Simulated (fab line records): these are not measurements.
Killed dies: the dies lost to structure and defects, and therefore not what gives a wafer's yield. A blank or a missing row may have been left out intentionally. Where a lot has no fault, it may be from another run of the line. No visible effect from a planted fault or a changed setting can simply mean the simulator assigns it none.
Matching of chambers | flow n5-finfet | N5_BEOL_M1_ILD_DEP_00 on pecvd-03 has 3 sister chambers
The step deposits SiOC from DEMS/O2, target thk 79 nm, time 15.3 s. 6 wafers are shown with their chamber, then 8 later ones without.

## WAFERS PAIRED WITH THEIR CHAMBERS
wafer  | chamber | throttle-valve-pct (%) | heater-power-w (W)
L077.5 | 1       | 12.3                   | 436
L086.4 | 1       | 12.6                   | 501
L088.1 | 0       | 12.3                   | 463
L088.3 | 2       | 11.2                   | 364
L088.6 | 2       | 11.2                   | 363
L092.2 | 0       | 12.2                   | 484

## WAFERS WHOSE CHAMBER IS MISSING
wafer  | throttle-valve-pct (%) | heater-power-w (W)
L092.4 | 12.4                   | 477
L092.5 | 11.4                   | 390
L095.1 | 12.7                   | 492
L095.3 | 12.2                   | 423
L095.5 | 12.4                   | 494
L096.2 | 12.1                   | 438
L096.4 | 12.6                   | 491
L096.6 | 11.2                   | 390

## WHICH CHAMBER EACH WENT THROUGH
wafer  | from the rows above     | in truth
L092.4 | can't be placed: 1 or 0 | 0
L092.5 | 2                       | 2
L095.1 | can't be placed: 1 or 0 | 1
L095.3 | can't be placed: 0 or 1 | 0
L095.5 | can't be placed: 1 or 0 | 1
L096.2 | can't be placed: 0 or 1 | 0
L096.4 | can't be placed: 1 or 0 | 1
L096.6 | 2                       | 2
2 of 8 placed correctly. Unplaceable from these rows: 6, with the true chamber sitting among the candidates in 6. Wrongly placed: 0.
How it was worked out, from the rows above alone: a wafer's distance from a chamber is the root of the sum, over the readings, of the square of ((its reading less the chamber's mean) divided by the reading's scatter). If the next closest chamber is less than 2 further off than the closest, the wafer can't be placed; otherwise it belongs to the closest. Each chamber's mean is taken over the wafers shown for it. How the scatter is found: for the shown wafers, subtract from each reading the mean of its chamber, square and add these, divide the total by (wafers less chambers), then take the root.
